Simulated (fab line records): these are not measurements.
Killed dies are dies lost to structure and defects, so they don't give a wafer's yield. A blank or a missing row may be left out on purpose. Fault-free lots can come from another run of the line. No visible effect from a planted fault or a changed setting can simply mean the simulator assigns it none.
Split-lot trial -- flow n5_finfet -- 21 wafers read from 7 lots, route of 1938 steps

## ABOUT THE SPLIT
At N5_PASSIVATION_AL_DEP_21 (deposits Al, target thk 2800 nm, time 170 s), the setting time_s was moved away from the recipe's 170 s on 8 of the 21 wafers read, by -9.8% to +13.4%. This setting was run at the recipe's value on the other wafers.

The reading comes from the split's own step.

## THE READING
Al_of_PASSIVATION_AL_DEP_21.thk_nm (the simulator's own value, which no gauge read), in nm, at N5_PASSIVATION_AL_DEP_21 (deposits Al, target thk 2800 nm, time 170 s). No usual value for it is given in the file. Across the 13 wafers here that went through the recipe, the average is 2802 nm and the standard deviation 47 nm.

wafer,"tool, chamber at the split","time_s as run, s",against the recipe,"Al_of_PASSIVATION_AL_DEP_21.thk_nm, nm",against lot-mates on the recipe
L075.1,"pvd_sputter-01, -",192.8,+13.4%,3155,+345
L075.3,"pvd_sputter-01, -",170,recipe,2786,-
L075.6,"pvd_sputter-01, -",170,recipe,2834,-
L076.4,"pvd_sputter-03, -",153.5,-9.7%,2475,no lot-mate on the recipe
L076.5,"pvd_sputter-03, -",153.5,-9.7%,2496,no lot-mate on the recipe
L076.6,"pvd_sputter-03, -",153.5,-9.7%,2459,no lot-mate on the recipe
L078.2,"pvd_sputter-03, -",170,recipe,2826,-
L078.3,"pvd_sputter-03, -",170,recipe,2773,-
L078.5,"pvd_sputter-03, -",170,recipe,2709,-
L082.1,"pvd_sputter-03, -",170,recipe,2815,-
L082.3,"pvd_sputter-03, -",170,recipe,2845,-
L082.4,"pvd_sputter-03, -",170,recipe,2804,-
L083.2,"pvd_sputter-03, -",187.5,+10.3%,3149,+333
L083.4,"pvd_sputter-03, -",187.5,+10.3%,3118,+302
L083.6,"pvd_sputter-03, -",170,recipe,2816,-
L087.3,"pvd_sputter-02, -",156,-8.2%,2493,-254
L087.5,"pvd_sputter-02, -",170,recipe,2726,-
L087.6,"pvd_sputter-02, -",170,recipe,2767,-
L089.2,"pvd_sputter-03, -",170,recipe,2870,-
L089.3,"pvd_sputter-03, -",153.3,-9.8%,2537,-328
L089.6,"pvd_sputter-03, -",170,recipe,2859,-

THE FIT
A straight line over all 21 wafers: Al_of_PASSIVATION_AL_DEP_21.thk_nm changes by +31.1 nm for each +1% of time_s; r = +0.98; the points scatter about the line by 46 nm.
The same after taking each lot's own level away (the mean of its wafers on the recipe; 18 wafers): +29.7 nm for each +1%; r = +0.99; scatter 30 nm.
According to that fit, moving time_s by its largest amount changes the reading by 4e+02 nm.
From 2746.5 to 2864.5 nm: that is the span of the lots' own levels, equal to 2.5 times the standard deviation above.
The two slopes are in agreement: the lot-to-lot level therefore moves the slope only a little.
Check: for one of the wafers moved furthest among these (+13.4%), held out of the fit, the line's prediction against its lot-mates is +421 nm. It came out at +345 nm against them.

## THE OTHER SPLITS THESE WAFERS WENT THROUGH
Other splits were also applied to these wafers ahead of the reading. Each is held against what the fit with the lots' levels taken away leaves over:
other split on the same wafers,wafers away from the commonest value,r with Al_of_PASSIVATION_AL_DEP_21.thk_nm (lot level and that fit taken away)
N5_BEOL_M15_TRENCH_ETCH_34 bias_w,11,+0.05
N5_MIM_TOP_ALD_01 ald_cycles,9,-0.46
N5_MIM_TOP_SPUTTER_03 power_w,5,+0.20

## FILE'S OWN FIT
Al_of_PASSIVATION_AL_DEP_21.thk_nm changes by +29.3 nm for each +1% of time_s, r = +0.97.
